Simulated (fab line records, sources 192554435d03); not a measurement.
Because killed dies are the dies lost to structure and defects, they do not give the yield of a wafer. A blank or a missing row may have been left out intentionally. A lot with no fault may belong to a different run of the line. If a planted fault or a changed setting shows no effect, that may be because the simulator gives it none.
One fault seen from 2 desks | flow n5-finfet | each desk has only its own numbers; what lay behind them comes last

## THE TOOL OWNER'S DESK: epi-rpcvd-03
The tool's own readings at N5_WELL_APT_EPI_41 (deposits Si from SiH4/H2, target thk 50 nm, time 297.7 s): means of the sampled wafers that have a number, for each lot that ran on this tool. Any lot whose mean is over 4 standard deviations away from the usual mean is out of limits and marked OUT; that distance is given in the brackets.
Columns: A = run-length-s at N5_WELL_APT_EPI_41, usual 357 s; B = throttle-valve-pct at N5_WELL_APT_EPI_41, usual 11.1 %
lot  | first seen here | A             | B
L292 | day 2 16:12     | 355           | 11.4
L294 | day 3 04:37     | 355           | 11.4
L300 | day 4 16:26     | 183 (-50) OUT | 11.4
L303 | day 5 10:20     | 175 (-52) OUT | 11.4
This desk finds L300, L303 out of limits, L300 being first, at day 4 16:26 (run-length-s at N5_WELL_APT_EPI_41). Within limits: L292, L294.

## THE METROLOGY DESK
What the gauges read for every lot (on any tool): the sampled wafers with a number, averaged. Any lot whose mean is over 4 standard deviations away from the usual mean is out of limits and marked OUT; that distance is given in the brackets. 7 of its 21 readings are shown: the first one out of limits and those lying furthest out on some lot.
Columns: A = CJ_N at N5_BEOL_M4_RC_MEAS_101, usual 4.33; B = CJ_P at N5_BEOL_M4_RC_MEAS_101, usual 5.78; C = IOFF_P at N5_BEOL_M4_RC_MEAS_101, usual 0.21 nA/um; D = IOFF_P_85C at N5_BEOL_M4_RC_MEAS_101, usual 3.6 nA/um; E = RS_PWELL at N5_BEOL_M4_RC_MEAS_101, usual 3015 ohm/sq; F = SS_P at N5_BEOL_M4_RC_MEAS_101, usual 73.4 mV/dec; G = VT_N_LONG at N5_BEOL_M4_RC_MEAS_101, usual 274.6 mV
lot  | first seen here | A               | B              | C              | D              | E              | F              | G
L290 | day 2 01:52     | 4.40            | 5.85           | 0.27           | 4.5            | 3025           | 73.7           | 273.2
L292 | day 2 13:51     | 4.42            | 5.81           | 0.19           | 3.4            | 3035           | 73.4           | 275.4
L293 | day 2 19:53     | 4.26            | 5.96           | 0.19           | 3.5            | 2995           | 73.7           | 273.6
L294 | day 3 01:35     | 4.39            | 5.73           | 0.21           | 3.6            | 3031           | 73.0           | 273.8
L300 | day 4 13:52     | 5.16 (+9.2) OUT | 1.29 (-25) OUT | 0.84 (+17) OUT | 11.5 (+15) OUT | 3355 (+16) OUT | 82.8 (+15) OUT | 292.1 (+9.7) OUT
L303 | day 5 07:49     | 5.16 (+9.2) OUT | 1.31 (-25) OUT | 0.69 (+13) OUT | 9.5 (+11) OUT  | 3358 (+16) OUT | 81.2 (+12) OUT | 295.5 (+12) OUT
L306 | day 6 01:42     | 4.27            | 5.49           | 0.17           | 3.1            | 3028           | 73.4           | 273.9
L308 | day 6 13:50     | 4.25            | 5.72           | 0.19           | 3.3            | 2986           | 72.9           | 276.0
L310 | day 7 02:05     | 4.23            | 5.69           | 0.23           | 4.0            | 2990           | 73.9           | 273.1
Finding of this desk: L300, L303 out of limits, first seen on L300 at day 11 02:02 (CJ_N at N5_BEOL_M4_RC_MEAS_101). Within limits: L290, L292, L293, L294, L306, L308, L310.

## PUT TOGETHER
The tool owner's desk had the chance to raise an alarm at day 4 16:26 on L300, L303.
The metrology desk could have raised an alarm at day 11 02:02, on L300, L303.
Of the lots named, all ran N5_WELL_APT_EPI_41 on epi-rpcvd-03.

## WHAT HAD BEEN PUT IN BY THE SIMULATOR
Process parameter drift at N5_WELL_APT_EPI_41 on epi-rpcvd-03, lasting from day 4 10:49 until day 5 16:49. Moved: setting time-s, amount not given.
Struck lots among those shown: L300, L303.
Time in hours from fault onset to the first out-of-limits reading at each desk: tool owner's desk 6, metrology desk 159.
